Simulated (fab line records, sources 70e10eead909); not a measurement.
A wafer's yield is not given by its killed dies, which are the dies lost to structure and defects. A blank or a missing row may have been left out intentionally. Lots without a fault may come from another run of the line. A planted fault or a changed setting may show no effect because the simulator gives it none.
Struck lot and sound lot, side by side	flow nand_harc	14 out of 1302 route steps
Sound: wafers L345.1, L345.2, L345.6. Wafers L350.2, L350.5, L350.6 were the ones struck. Last of all comes the cause.
Per side, at each step with rows, come the tool, then ch with its chambers, and then its first start. Under that, the readings that differ: sound wafers	struck wafers	difference of the means	sigmas: that difference in standard deviations of wafers without a fault.
alike: words and numbers the same on both sides, and readings whose means are apart by under 2 such deviations; not compared: readings that were withheld, readings missing a value for some wafer, numbers with overlapping values and no deviation given by the record, and bounds like >300 which may hide the same value.
Wherever a step has rows on one side only, a row that says differs or no value, or a row with sigmas, the two part there. Numbers that have no deviation but don't overlap get no sigmas and don't part them. Lack of a reading on every wafer of one side parts them only where that side has two or more wafers.

first, 1 step without rows for these wafers: NHARC_A_CHANNEL_FILL_D1_SRD_12.
NHARC_A_CHANNEL_FILL_D1_INSPECT_13:
  struck on defect_inspect-02, day 17 03:01; sound on defect_inspect-02, day 15 11:47
  alike: raw_defect_count
NHARC_A_DECK1_JOINT_ETCHBACK_07: etches the open film in HBr, target depth 105 nm, time 26.9 s.
  sound on rie_si-05 ch 0,1,3, day 15 11:51; struck on rie_si-05 ch 0,2,3, day 17 03:06
  alike: bias_w, drypump_motor_current_A, oes_product_au, throttle_valve_pct
  not compared: rf_hours_counter_h
then, 7 steps without rows for these wafers: NHARC_A_DECK1_JOINT_ETCH_25 (etches SiO2 in dHF, target depth 0.5 nm); NHARC_A_DECK1_JOINT_ETCH_19 (etches poly-Si in TMAH, target depth 3 nm); NHARC_A_DECK1_JOINT_ETCH_18 (etches SiO2 in dHF, target depth 3 nm); NHARC_A_DECK1_JOINT_WET_08 (chemistry H3PO4, time 86 s); NHARC_A_DECK1_JOINT_ETCH_09 (etches SiO2 in dHF, target depth 5 nm); NHARC_A_DECK1_JOINT_WET_10 (chemistry H3PO4, time 86 s); NHARC_A_DECK1_JOINT_ETCH_11 (etches SiO2 in dHF, target depth 35 nm).
NHARC_A_DECK1_JOINT_CVD_12: deposits poly-Si, target thk 90 nm, time 1800 s.
  struck on lpcvd_poly-02, day 17 10:22; sound on lpcvd_poly-04 ch 0, day 15 19:18
  no value came back on the struck wafers for pressure_mtorr (mTorr), run_length_s (s), zone_power_bottom_pct (%), zone_power_lower_pct (%); on the sound wafers pressure_mtorr (mTorr) reads 200.5 200.2 200.3
NHARC_A_DECK1_JOINT_CMP_13: polishes, target thk 51.023 nm.
  sound on cmp-02 ch 0,3, day 15 22:10; struck on cmp-01 ch 1,2, day 17 13:11
reading	sound	struck	difference	sigmas
time_to_endpoint_s (s)	9.1 9.5 7.5	- - -	no value on the struck wafers	
  alike: motor_current_A
next, for these wafers, 1 step has no rows: NHARC_A_DECK1_JOINT_SRD_04.
-- record jumps: 13 days between struck wafers' starts before vs after; left off in module A_DECK1_JOINT, resumes in module END, first step shown is number 1302 of the route --
NHARC_END_SORT_01:
  here the record holds rows for the struck wafers (prober-02 ch 0, day 30 16:23) but none for the sound ones

== WHERE THEY PART ==
At NHARC_A_DECK1_JOINT_CVD_12 first; at NHARC_END_SORT_01 last (within this record only).

WHY: what the simulator had put in
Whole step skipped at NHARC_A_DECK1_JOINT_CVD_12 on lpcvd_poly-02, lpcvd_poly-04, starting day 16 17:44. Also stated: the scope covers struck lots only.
